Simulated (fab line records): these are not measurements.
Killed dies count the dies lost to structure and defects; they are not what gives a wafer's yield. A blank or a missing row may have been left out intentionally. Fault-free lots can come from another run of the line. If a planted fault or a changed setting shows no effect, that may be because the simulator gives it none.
Lot-split experiment ; flow n5-finfet ; on a route of 1938 steps: 7 lots, 21 wafers read

## THE SPLIT ITSELF
At N5_MOL_CONTACT_COAG_COAT_58 (time 60 s, resist thk 10 nm), the setting spin-rpm was moved away from the recipe's 1500 rpm on 7 of the 21 wafers read, by -8.3% to +7.3%. This setting was run at the recipe's value on the other wafers.

## FROM THE SPLIT TO THE READING: what the file shows between them, 3 steps
- N5_MOL_CONTACT_COAG_COAT_02: resist thk 30 nm
- N5_MOL_CONTACT_COAG_EBR_04
- N5_MOL_CONTACT_COAG_DESCUM_13: chemistry O2, time 7 s

## THE READING
etch.depth-nm (the simulator's own value, which no gauge read), in nm, at N5_MOL_CONTACT_COAG_ETCH_59 (etches underlayer in N2/H2, target depth 13 nm, time 10.4 s). The file does not state a usual value for it. Here, 14 wafers ran the recipe; their average is 9.996 nm with a standard deviation of 0.025 nm.

wafer;tool, chamber at the split;spin-rpm as run, rpm;against the recipe;etch.depth-nm, nm;against lot-mates on the recipe
L077.1;litho-track-02, 0;1500;recipe;10;-
L077.2;litho-track-02, 0;1609;+7.3%;9.673;-0.327
L077.5;litho-track-02, 0;1609;+7.3%;9.657;-0.343
L078.1;litho-track-05, 0;1500;recipe;9.987;-
L078.2;litho-track-05, 0;1500;recipe;10.01;-
L078.4;litho-track-05, 0;1500;recipe;10.01;-
L079.2;litho-track-02, 0;1375;-8.3%;10.46;+0.390
L079.5;litho-track-02, 0;1375;-8.3%;10.45;+0.380
L079.6;litho-track-02, 0;1500;recipe;10.07;-
L080.3;litho-track-03, 0;1454;-3.1%;10.12;+0.154
L080.4;litho-track-03, 0;1454;-3.1%;10.14;+0.174
L080.6;litho-track-03, 0;1500;recipe;9.966;-
L085.2;litho-track-02, 0;1500;recipe;9.993;-
L085.5;litho-track-02, 0;1427;-4.9%;10.25;+0.258
L085.6;litho-track-02, 0;1500;recipe;9.991;-
L092.3;litho-track-02, 0;1500;recipe;9.984;-
L092.4;litho-track-02, 0;1500;recipe;10.01;-
L092.6;litho-track-02, 0;1500;recipe;9.98;-
L094.2;litho-track-05, 0;1500;recipe;9.984;-
L094.3;litho-track-05, 0;1500;recipe;9.998;-
L094.6;litho-track-05, 0;1500;recipe;9.966;-

THE FIT
A straight line over all 21 wafers: etch.depth-nm changes by -0.0503 nm for each +1% of spin-rpm; r = -0.99; the points scatter about the line by 0.028 nm.
The same after taking each lot's own level away (the mean of its wafers on the recipe; 21 wafers): -0.0471 nm for each +1%; r = -1.00; scatter 0.013 nm.
On that fit, the largest move of spin-rpm shifts the reading by 0.39 nm.
From 9.9660 to 10.0700 nm: that is the span of the lots' own levels, equal to 4.2 times the standard deviation above.
The two slopes agree, so the slope changes little with the lot-to-lot level.
Check: +0.397 nm against its lot-mates is what the line predicts for one of the wafers moved furthest among these (-8.3%) when that wafer is left out of the fit. Against them it came out at +0.39 nm.

## FURTHER SPLITS ON THESE WAFERS
Other splits were also applied to these wafers ahead of the reading. Each is held against what the fit with the lots' levels taken away leaves over:
other split on the same wafers;wafers away from the commonest value;r with etch.depth-nm (lot level and that fit taken away)
N5_WELL_APT_COAT_02 spin-rpm;7;-0.35
N5_FIN_SAQP_ETCH_65 time-s;7;-0.22
N5_FIN_CUT_COAT_19 spin-rpm;6;+0.32
N5_FIN_CUT_EXPOSE_05 dose-mj;6;-0.15
N5_HKMG_FIN_COAT_30 spin-rpm;3;-0.15
N5_HKMG_FIN_PEB_10 peb-time-s;7;+0.26

## THE WHOLE CHAIN: every reading that the file lists as answering this split, in the file's order
step;what it does;reading;change (the file's fit);r (the file's)
N5_MOL_CONTACT_COAG_COAT_58;time 60 s, resist thk 10 nm;underlayer_of_MOL_CONTACT_COAG_COAT_58.thk-nm (the simulator's own value, which no gauge read);-0.0504 nm for each +1% of the setting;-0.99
N5_MOL_CONTACT_COAG_ETCH_59;etches underlayer in N2/H2, target depth 13 nm, time 10.4 s;etch.depth-nm (the simulator's own value, which no gauge read);-0.0482 nm for each +1% of the setting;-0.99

## THE FILE'S OWN FIT
etch.depth-nm changes by -0.0482 nm for each +1% of spin-rpm, r = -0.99.
